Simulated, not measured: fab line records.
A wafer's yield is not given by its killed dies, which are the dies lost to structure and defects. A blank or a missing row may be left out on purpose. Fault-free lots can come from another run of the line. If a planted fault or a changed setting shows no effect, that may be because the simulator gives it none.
Lot-split experiment    flow n5-finfet    on a route of 1938 steps: 7 lots, 21 wafers read

## THE SPLIT ITSELF
At N5_BEOL_M11_ETCH_66 (etches SOC in N2/H2, target depth 120 nm, overetch 24 nm, time 180 s), the setting time-s was moved away from the recipe's 180 s on 7 of the 21 wafers read, by -20.8% to +19.9%. This setting was run at the recipe's value on the other wafers.

Reading taken at the split's own step.

## THE READING
SiARC_of_BEOL_M11_COAT_64.thk-nm (the simulator's own value, which no gauge read), in nm, at N5_BEOL_M11_ETCH_66 (etches SOC in N2/H2, target depth 120 nm, overetch 24 nm, time 180 s). The file does not state a usual value for it. Here, 14 wafers ran the recipe; their average is 22.8 nm with a standard deviation of 0.21 nm.

wafer   tool, chamber at the split  time-s as run, s  against the recipe  SiARC_of_BEOL_M11_COAT_64.thk-nm, nm  against lot-mates on the recipe
L075.1  rie-diel-06, 0,3            180               recipe              22.8                                  -
L075.3  rie-diel-06, 0,3            180               recipe              22.8                                  -
L075.2  rie-diel-06, 2              180               recipe              23.2                                  -
L076.2  rie-diel-06, 2              215.8             +19.9%              21.6                                  -1.0
L076.4  rie-diel-06, 2              215.8             +19.9%              21.6                                  -1.0
L076.6  rie-diel-06, 0              180               recipe              22.6                                  -
L081.2  rie-diel-03, 0,1,0          180               recipe              23                                    -
L081.3  rie-diel-03, 0,1,0          180               recipe              23                                    -
L081.6  rie-diel-03, 0,1,0          180               recipe              23                                    -
L086.1  rie-diel-03, 1              142.5             -20.8%              24.4                                  +1.6
L086.3  rie-diel-03, 2,3            180               recipe              22.8                                  -
L086.5  rie-diel-03, 2,3            180               recipe              22.8                                  -
L087.3  rie-diel-06, 1              180               recipe              22.4                                  -
L087.4  rie-diel-06, 0              199.6             +10.9%              21.6                                  -0.8
L087.5  rie-diel-06, 2              199.6             +10.9%              22.2                                  -0.2
L091.2  rie-diel-03, 0              200.4             +11.3%              21.6                                  -1.0
L091.3  rie-diel-03, 3,2            180               recipe              22.6                                  -
L091.4  rie-diel-03, 3,2            180               recipe              22.6                                  -
L092.1  rie-diel-06, 3,1            180               recipe              22.6                                  -
L092.4  rie-diel-06, 3,1            180               recipe              22.6                                  -
L092.6  rie-diel-06, 3              196               +8.9%               22.2                                  -0.4
Rows listing several chambers each stand for several wafers; the file does not say which wafer went through which chamber.

THE FIT
A straight line over all 21 wafers: SiARC_of_BEOL_M11_COAT_64.thk-nm changes by -0.0708 nm for each +1% of time-s; r = -0.93; the points scatter about the line by 0.24 nm.
The same after taking each lot's own level away (the mean of its wafers on the recipe; 21 wafers): -0.0608 nm for each +1%; r = -0.95; scatter 0.18 nm.
That fit puts the effect of the largest move of time-s on the reading at 1.3 nm.
The span of the lots' own levels, 22.40 to 23.00 nm, comes to 2.8 times the standard deviation stated above.
In other words, the slope is changed by the lot-to-lot level; the two fits disagree.
Check: +1.1 nm against its lot-mates is what the line predicts for one of the wafers moved furthest among these (-20.8%) when that wafer is left out of the fit. Against them it came out at +1.6 nm.

## THESE WAFERS: OTHER SPLITS
Before the reading, these wafers also passed through other splits. Each is held against what the fit with the lots' levels taken away leaves over:
other split on the same wafers  wafers away from the commonest value  r with SiARC_of_BEOL_M11_COAT_64.thk-nm (lot level and that fit taken away)
N5_BEOL_M10_PEB_26 peb-time-s   9                                     +0.02

## FILE'S OWN FIT
SiARC_of_BEOL_M11_COAT_64.thk-nm changes by -0.0637 nm for each +1% of time-s, r = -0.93.
